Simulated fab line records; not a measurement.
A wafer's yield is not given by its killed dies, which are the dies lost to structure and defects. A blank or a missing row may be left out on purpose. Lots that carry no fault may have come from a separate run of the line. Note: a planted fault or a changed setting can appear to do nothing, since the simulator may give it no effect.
Comparing a struck lot with a sound one ; flow nand_harc ; 14 steps out of a route of 1302
Sound: these wafers, L736.3, L736.4, L736.5. Struck: wafers L742.2, L742.3, L742.6. Last of all comes the cause.
For every step that has rows: the tool of each side, followed by ch and its chambers, followed by its first start. Under that, the readings that differ: sound wafers ; struck wafers ; difference of the means ; sigmas: that difference in standard deviations of wafers without a fault.
alike: readings with means less than 2 such deviations apart, plus words and numbers identical on both sides. not compared: withheld readings, readings lacking a value on some wafer, bounds such as >300 that could conceal the same value, and numbers that have no deviation in the record and whose values overlap.
Wherever a step has rows on one side only, a row that says differs or no value, or a row with sigmas, the two part there. Non-overlapping numbers with no deviation appear without sigmas and do not part them. Lack of a reading on every wafer of one side parts them only where that side has two or more wafers.

NHARC_A_CHANNEL_FILL_D2_ALD_15: deposits SiNx, target thk 2 nm, pulse time 60 s, ald cycles 19.
  sound on ald_sin_batch-03 ch 0; struck on ald_sin_batch-02 ch 0
  alike: ald_cycles, precursor_pulse_height_rel
NHARC_A_CHANNEL_FILL_D2_ALD_16: deposits SiO2, target thk 1.5 nm, pulse time 10 s, ald cycles 15.
  sound on ald_hk-02 ch 1,2, day 16 02:28; struck on ald_hk-01 ch 0,1,3, day 18 16:16
  alike: ald_cycles, heater_power_w, precursor_pulse_height_rel
then, 2 steps without rows for these wafers: NHARC_A_CHANNEL_FILL_D2_ANNEAL_17 (time 1800 s); NHARC_A_CHANNEL_FILL_D2_CVD_18 (deposits poly-Si, target thk 3 nm).
NHARC_A_CHANNEL_FILL_D2_ETCHBACK_19: etches the open film in HBr/Cl2, target depth 5 nm, time 1.7 s.
  sound on rie_si-04 ch 1,2,3, day 16 14:17; struck on rie_si-04 ch 0,2,3, day 19 04:19
  alike: drypump_motor_current_A, he_backside_leak_sccm, oes_product_au, throttle_valve_pct
  not compared: rf_hours_counter_h
then, 1 step without rows for these wafers: NHARC_A_CHANNEL_FILL_D2_ETCHBACK_20 (etches the open film in C4F8/O2/Ar, target depth 27 nm, time 13.5 s).
NHARC_A_CHANNEL_FILL_D2_STRIP_28: strips in O2, time 20 s.
  sound on rie_diel-07 ch 1,2, day 16 14:32; struck on rie_diel-13 ch 0,3, day 19 04:32
reading;sound;struck;difference;sigmas
oes_product_au (a.u.);1.007 1.002 1.007;0.989 0.986 0.988;-0.018;-2
  alike: drypump_motor_current_A, rf_vpp_V, showerhead_plenum_p_Torr, throttle_valve_pct
  not compared: rf_hours_counter_h
then, 4 steps without rows for these wafers: NHARC_A_CHANNEL_FILL_D2_PRECLEAN_21 (cleans in dHF, time 30 s); NHARC_A_CHANNEL_FILL_D2_SRD_23; NHARC_A_CHANNEL_FILL_D2_CVD_05 (deposits poly-Si, target thk 5 nm); NHARC_A_CHANNEL_FILL_D2_ANNEAL_22 (time 7200 s).
NHARC_A_CHANNEL_FILL_D2_ALD_25: deposits SiOx, target thk 60 nm, pulse time 10 s, ald cycles 600.
  sound on ald_hk-01 ch 0,3, day 16 23:43; struck on ald_hk-02 ch 2,3, day 19 16:35
reading;sound;struck;difference;sigmas
ald_cycles;600 600 600;669 669 669;+69;
  alike: heater_power_w, precursor_pulse_height_rel
NHARC_A_CHANNEL_FILL_D2_ETCHBACK_08: etches the open film in C4F8, target depth 220 nm, time 110 s.
  sound on rie_diel-03 ch 2,3; struck on rie_diel-03 ch 1,2,3
  alike: oes_product_au, rf_vpp_V
  not compared: rf_hours_counter_h
-- break in the record here, with 9 days between the starts of the struck wafers on either side (left off in module A_CHANNEL_FILL_D2, picked up again in module END, where the first step shown is number 1302 on the route) --
NHARC_END_SORT_01:
  sound on prober-02 ch 0, day 26 04:02; struck on prober-01 ch 0, day 29 04:22
reading;sound;struck;difference;sigmas
killed_at_array;78 89 57;35 37 33;-40;-2
killed_dies;84 93 57;43 42 42;-36;-2
  alike: killed_at_other, killed_at_periphery, killed_open, killed_short

WHERE THEY PART
Last at NHARC_END_SORT_01 as far as this record goes, first at NHARC_A_CHANNEL_FILL_D2_STRIP_28.

WHY: whatever the simulator had introduced
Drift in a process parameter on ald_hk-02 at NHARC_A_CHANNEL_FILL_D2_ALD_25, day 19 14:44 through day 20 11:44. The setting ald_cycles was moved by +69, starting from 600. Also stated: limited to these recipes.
